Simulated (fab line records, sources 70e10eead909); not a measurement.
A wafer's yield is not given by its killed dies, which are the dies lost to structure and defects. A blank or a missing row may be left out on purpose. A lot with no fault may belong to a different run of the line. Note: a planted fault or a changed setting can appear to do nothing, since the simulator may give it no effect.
Chamber matching || flow nand harc || cmp-04 running NHARC_A_CHANNEL_FILL_D1_CMP_10: 4 sister chambers
The step polishes, target thk 150 nm. 14 wafers are shown with their chamber, then 7 later ones without.

## WAFERS WITH THEIR CHAMBER
{"wafer": "L642.4", "chamber": 1, "time to endpoint s (s)": 14, "motor current A (A)": 11.6}
{"wafer": "L642.5", "chamber": 2, "time to endpoint s (s)": 14, "motor current A (A)": 12.9}
{"wafer": "L642.6", "chamber": 1, "time to endpoint s (s)": 14, "motor current A (A)": 12.2}
{"wafer": "L644.2", "chamber": 3, "time to endpoint s (s)": 21, "motor current A (A)": 11.2}
{"wafer": "L644.5", "chamber": 0, "time to endpoint s (s)": 22, "motor current A (A)": 13.5}
{"wafer": "L644.6", "chamber": 3, "time to endpoint s (s)": 23, "motor current A (A)": 11.3}
{"wafer": "L647.1", "chamber": 3, "time to endpoint s (s)": 22, "motor current A (A)": 11.0}
{"wafer": "L647.5", "chamber": 3, "time to endpoint s (s)": 19, "motor current A (A)": 11.5}
{"wafer": "L647.6", "chamber": 0, "time to endpoint s (s)": 22, "motor current A (A)": 12.6}
{"wafer": "L653.1", "chamber": 0, "time to endpoint s (s)": 17, "motor current A (A)": 13.6}
{"wafer": "L653.3", "chamber": 1, "time to endpoint s (s)": 12, "motor current A (A)": 11.3}
{"wafer": "L653.5", "chamber": 0, "time to endpoint s (s)": 17, "motor current A (A)": 12.6}
{"wafer": "L657.1", "chamber": 2, "time to endpoint s (s)": 13, "motor current A (A)": 13.8}
{"wafer": "L657.3", "chamber": 0, "time to endpoint s (s)": 19, "motor current A (A)": 13.5}

SIGNATURES, as means of the wafers listed above
{"reading": "time to endpoint s", "chamber 0": 19.40, "chamber 1": 13.33, "chamber 2": 13.50, "chamber 3": 21.25, "scatter within a chamber": 1.93}
{"reading": "motor current A", "chamber 0": 13.160, "chamber 1": 11.700, "chamber 2": 13.350, "chamber 3": 11.250, "scatter within a chamber": 0.448}
Rule: for a wafer and a chamber, the distance is found by dividing, reading by reading, the gap between the wafer's reading and the chamber's mean by the reading's scatter, squaring, summing and taking the root. The wafer belongs to the nearest chamber; if the next one is less than 2 further off, it can't be placed. The scatter: take each reading less its chamber's mean, square it, sum over the shown wafers, divide by the number of wafers less the number of chambers, and take the root.

## WAFERS WITH NO CHAMBER GIVEN
{"wafer": "L657.6", "time to endpoint s (s)": 20, "motor current A (A)": 11.4}
{"wafer": "L658.4", "time to endpoint s (s)": 19, "motor current A (A)": 11.4}
{"wafer": "L658.5", "time to endpoint s (s)": 20, "motor current A (A)": 13.2}
{"wafer": "L658.6", "time to endpoint s (s)": 20, "motor current A (A)": 11.1}
{"wafer": "L660.1", "time to endpoint s (s)": 19, "motor current A (A)": 13.1}
{"wafer": "L660.2", "time to endpoint s (s)": 19, "motor current A (A)": 11.1}
{"wafer": "L660.5", "time to endpoint s (s)": 20, "motor current A (A)": 11.4}

## THE CHAMBER EACH PASSED THROUGH
{"wafer": "L657.6", "from the rows above": 3, "in truth": 3}
{"wafer": "L658.4", "from the rows above": "can't be placed: 3 or 1", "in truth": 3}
{"wafer": "L658.5", "from the rows above": 0, "in truth": 0}
{"wafer": "L658.6", "from the rows above": 3, "in truth": 3}
{"wafer": "L660.1", "from the rows above": 0, "in truth": 0}
{"wafer": "L660.2", "from the rows above": 3, "in truth": 3}
{"wafer": "L660.5", "from the rows above": 3, "in truth": 3}
Placed correctly: 6 of 7. Can't be placed from these rows: 1 (the true chamber is among the candidates in 1). Wrongly placed: 0.
